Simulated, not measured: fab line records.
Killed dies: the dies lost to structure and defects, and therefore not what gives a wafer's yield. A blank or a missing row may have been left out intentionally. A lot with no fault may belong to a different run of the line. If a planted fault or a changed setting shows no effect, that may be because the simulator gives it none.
A struck lot beside a sound one | flow nand-harc | 15 out of 1302 route steps
Sound: these wafers, L490.3, L490.4, L490.6. The struck wafers were L487.1, L487.2, L487.3. The cause is named last.
For every step that has rows: the tool of each side, followed by ch and its chambers, followed by its first start. Under that, the readings that differ: sound wafers | struck wafers | difference of the means | sigmas: that difference in standard deviations of wafers without a fault.
alike: a reading whose means differ by less than 2 such deviations, as well as words and numbers matching on both sides. not compared: withheld readings; readings where some wafer has no value; bounds like >300 that might hide an equal value; numbers whose values overlap and for which the record gives no deviation.
Wherever a step has rows on one side only, a row that says differs or no value, or a row with sigmas, the two part there. Numbers that have no deviation but don't overlap get no sigmas and don't part them. Lack of a reading on every wafer of one side parts them only where that side has two or more wafers.

first, 5 steps without rows for these wafers: NHARC_A_BONDPAD_SOFTBAKE_04 (time 70 s); NHARC_A_BONDPAD_EBR_05; NHARC_A_BONDPAD_EXPOSE_06 (exposes mask A BPAD); NHARC_A_BONDPAD_PEB_07 (peb time 80 s); NHARC_A_BONDPAD_DEVELOP_08 (time 50 s).
NHARC_A_BONDPAD_CD_MEAS_09: the cd target is 500 nm.
  sound on cd-sem-03 ch 0, day 26 02:32; struck on cd-sem-03 ch 0, day 25 21:25
  alike: cd-nm
NHARC_A_BONDPAD_OVL_MEAS_35:
  sound on overlay-01, day 26 02:37; struck on overlay-01, day 25 21:31
  alike: overlay-x-nm, overlay-y-nm
then, 1 step without rows for these wafers: NHARC_A_BONDPAD_HARDBAKE_10 (time 65 s).
NHARC_A_BONDPAD_DESCUM_11: chemistry O2, time 3 s.
  sound on rie-diel-09 ch 2,3, day 26 02:47; struck on rie-diel-09 ch 0,2,3, day 25 21:38
  alike: chamber-pressure-mTorr, drypump-motor-current-A, mfc-ar-sccm, oes-product-au, rf-vpp-V, showerhead-plenum-p-Torr, throttle-valve-pct
  not compared: rf-hours-counter-h
NHARC_A_BONDPAD_ETCH_34: etches the open film in N2/H2, target depth 60 nm, overetch 18 nm, time 65.91 s.
  sound on rie-diel-09 ch 1,2,3, day 26 02:52; struck on rie-diel-09 ch 0,1,2, day 25 21:43
  alike: chamber-pressure-mTorr, drypump-motor-current-A, mfc-ar-sccm, oes-product-au, rf-fwd-power-W, rf-vpp-V, showerhead-plenum-p-Torr, throttle-valve-pct
  not compared: rf-hours-counter-h
NHARC_A_BONDPAD_ETCH_12: etches the open film in CHF3/O2, target depth 220 nm, time 110 s.
  sound on rie-diel-09 ch 0,2,3; struck on rie-diel-09 ch 0,2,3
  alike: chamber-pressure-mTorr, drypump-motor-current-A, mfc-ar-sccm, oes-product-au, rf-fwd-power-W, rf-vpp-V, showerhead-plenum-p-Torr, throttle-valve-pct
  not compared: rf-hours-counter-h
NHARC_A_BONDPAD_CD_MEAS_13:
  sound on cd-sem-01, day 26 03:11; struck on cd-sem-01, day 25 21:57
  alike: cd-nm
NHARC_A_BONDPAD_STRIP_15: strips in O2.
  sound on rie-diel-12 ch 0,1,2, day 26 03:17; struck on rie-diel-09 ch 0,2,3, day 25 22:01
  no value came back on the struck wafers for any of 8 readings (bias-w (W), chamber-pressure-mTorr (mTorr) and others); on the sound wafers bias-w (W) reads 0 0 0
  not compared: rf-hours-counter-h
NHARC_A_BONDPAD_ETCH_24: etches the open film in CF4/N2, target depth 30 nm, time 72.99 s.
  sound on rie-diel-12 ch 1,2; struck on rie-diel-09 ch 0,2,3, day 25 22:10
  alike: chamber-pressure-mTorr, drypump-motor-current-A, mfc-ar-sccm, oes-product-au, rf-fwd-power-W, rf-vpp-V, showerhead-plenum-p-Torr, throttle-valve-pct
  not compared: rf-hours-counter-h
NHARC_END_SORT_01:
  only the struck wafers appear in the record here, on prober-01 ch 0 at day 27 04:14; the sound ones have no rows

## WHERE THEY PART
At NHARC_A_BONDPAD_STRIP_15 first; at NHARC_END_SORT_01 last (within this record only).

WHY: what the simulator had put in
Skipped step whole: rie-diel-09, from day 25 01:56 on, at NHARC_A_BONDPAD_STRIP_15. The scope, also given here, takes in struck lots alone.
